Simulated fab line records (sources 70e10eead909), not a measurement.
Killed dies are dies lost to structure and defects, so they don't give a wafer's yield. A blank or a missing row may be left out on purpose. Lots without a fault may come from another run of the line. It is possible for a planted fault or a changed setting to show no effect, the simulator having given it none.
Which tool did it? -- flow nand_harc -- 15 lots, 45 wafers sampled, at 2 steps of a route of 1302

== WHAT THE GAUGES READ, wafer by wafer ==
NHARC_P_GATE_CD_MEAS_26: target cd 120 nm. Usual: cd_nm at 119.9 nm, with a standard deviation of 0.55.
lot,measured,on,cd_nm (nm),flag
L367,day 5 01:46,cd_sem-01,119.5 119.5 119.8,
L369,day 5 15:40,cd_sem-01,120.2 120.6 119.8,
L370,day 6 02:14,cd_sem-02,119.1 118.7 119.4,
L372,day 6 23:37,cd_sem-02,119.6 120.2 119.3,
L373,day 7 10:23,cd_sem-03,119.5 119.9 119.7,
L375,day 8 22:03,cd_sem-02,120.5 120.4 121.3,
L376,day 9 00:52,cd_sem-01,119.5 120.0 119.4,
L377,day 9 01:31,cd_sem-01,120.0 120.2 120.3,
L378,day 9 15:49,cd_sem-02,120.1 119.2 119.6,
L380,day 10 16:46,cd_sem-03,120.1 120.4 121.3,
L384,day 12 02:13,cd_sem-03,119.6 119.6 119.4,
L386,day 12 18:05,cd_sem-01,120.0 119.6 120.2,
L385,day 12 18:24,cd_sem-03,119.6 120.1 119.6,
L390,day 14 09:49,cd_sem-01,119.7 120.3 119.2,
L389,day 14 10:26,cd_sem-03,120.2 119.3 120.0,

NHARC_P_GATE_INSPECT_28. Usual: raw_defect_count at 6.1, with a standard deviation of 2.9.
lot,measured,on,raw_defect_count,flag
L367,day 5 01:53,defect_inspect-01,8 8 7,
L369,day 5 15:47,defect_inspect-02,3 7 10,
L370,day 6 02:22,defect_inspect-02,7 5 11,
L372,day 6 23:44,defect_inspect-01,8 6 8,
L373,day 7 10:30,defect_inspect-02,5 3 2,
L375,day 8 22:11,defect_inspect-01,6 3 2,
L376,day 9 00:59,defect_inspect-02,3 6 4,
L377,day 9 01:38,defect_inspect-02,4 8 5,
L378,day 9 15:56,defect_inspect-01,5 7 6,
L380,day 10 16:53,defect_inspect-02,9 7 1,
L384,day 12 02:20,defect_inspect-02,10 6 4,
L386,day 12 18:13,defect_inspect-01,6 8 5,
L385,day 12 18:31,defect_inspect-02,6 9 1,
L390,day 14 09:56,defect_inspect-01,10 9 6,
L389,day 14 10:34,defect_inspect-01,10 5 9,

== TOOL THAT RAN EACH LOT (tool first, then ch and the chambers of the sampled wafers, then the start) ==
There is no process step in the record ahead of these readings.

== AS READ BY THE TOOLS THEMSELVES (means over the sampled wafers that have a number; for cases with no such wafer, the mark the record gives instead) ==
The record holds no such reading with a usual standard deviation.

== THE ANSWER, worked out from the rows above alone ==
Rule: take the mean of a lot's wafers that have a number; if it is more than 3 standard deviations from the usual mean, the lot is off. Also off: a lot with no number at a reading for which 4 or more lots have one. The other lots that the step has rows for count as sound. After the gauges, taken in route order, come the tools' own readings; for these a lot's mean is taken, as printed above. The first step at which some lot is off is used, and at that step the reading that is off furthest; a lot without a number counts as furthest.
No lot is off at any reading shown: from this, nothing can be told.

== WHAT HAD BEEN PUT IN BY THE SIMULATOR ==
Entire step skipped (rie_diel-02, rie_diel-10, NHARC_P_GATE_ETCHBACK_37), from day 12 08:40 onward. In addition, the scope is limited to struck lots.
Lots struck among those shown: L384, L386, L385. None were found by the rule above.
